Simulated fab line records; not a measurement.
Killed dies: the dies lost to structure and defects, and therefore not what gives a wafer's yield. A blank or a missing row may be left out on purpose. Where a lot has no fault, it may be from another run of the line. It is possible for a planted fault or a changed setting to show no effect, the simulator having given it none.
Matching of chambers :: flow n5_finfet :: N5_BEOL_M7_DESCUM_16 on rie_diel-02: 4 sister chambers
The step chemistry O2, time 7.9 s. 4 wafers are shown with their chamber, then 8 later ones without.

== EACH WAFER AND ITS CHAMBER ==
wafer: L082.1
chamber: 3
showerhead_plenum_p_Torr (Torr): 2.13

wafer: L084.1
chamber: 1
showerhead_plenum_p_Torr (Torr): 2.00

wafer: L084.3
chamber: 0
showerhead_plenum_p_Torr (Torr): 2.15

wafer: L090.1
chamber: 2
showerhead_plenum_p_Torr (Torr): 2.08

== WAFERS MISSING THEIR CHAMBER ==
wafer: L090.2
showerhead_plenum_p_Torr (Torr): 2.00

wafer: L090.3
showerhead_plenum_p_Torr (Torr): 2.14

wafer: L091.1
showerhead_plenum_p_Torr (Torr): 2.12

wafer: L091.3
showerhead_plenum_p_Torr (Torr): 2.14

wafer: L091.6
showerhead_plenum_p_Torr (Torr): 2.14

wafer: L093.3
showerhead_plenum_p_Torr (Torr): 2.12

wafer: L093.4
showerhead_plenum_p_Torr (Torr): 2.00

wafer: L093.5
showerhead_plenum_p_Torr (Torr): 2.14

== CHAMBER TAKEN BY EACH ==
wafer: L090.2
from the rows above: 1
in truth: 1

wafer: L090.3
from the rows above: can't be placed: 0 or 3
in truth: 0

wafer: L091.1
from the rows above: 3
in truth: 3

wafer: L091.3
from the rows above: can't be placed: 0 or 3
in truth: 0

wafer: L091.6
from the rows above: can't be placed: 0 or 3
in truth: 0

wafer: L093.3
from the rows above: 3
in truth: 3

wafer: L093.4
from the rows above: 1
in truth: 1

wafer: L093.5
from the rows above: can't be placed: 0 or 3
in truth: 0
Placed correctly: 4 of 8. Unplaceable from these rows: 4, with the true chamber sitting among the candidates in 4. 0 placed wrongly.
How it was worked out, from the rows above alone: a wafer's distance from a chamber is the root of the sum, over the readings, of the square of ((its reading less the chamber's mean) divided by the reading's scatter). If the next closest chamber is less than 2 further off than the closest, the wafer can't be placed; otherwise it belongs to the closest. For every chamber, the mean is computed from those of its wafers that are shown. The scatter (one wafer shown for each chamber): square how far every hidden wafer sits from the nearest shown wafer, average those squares and take the square root.
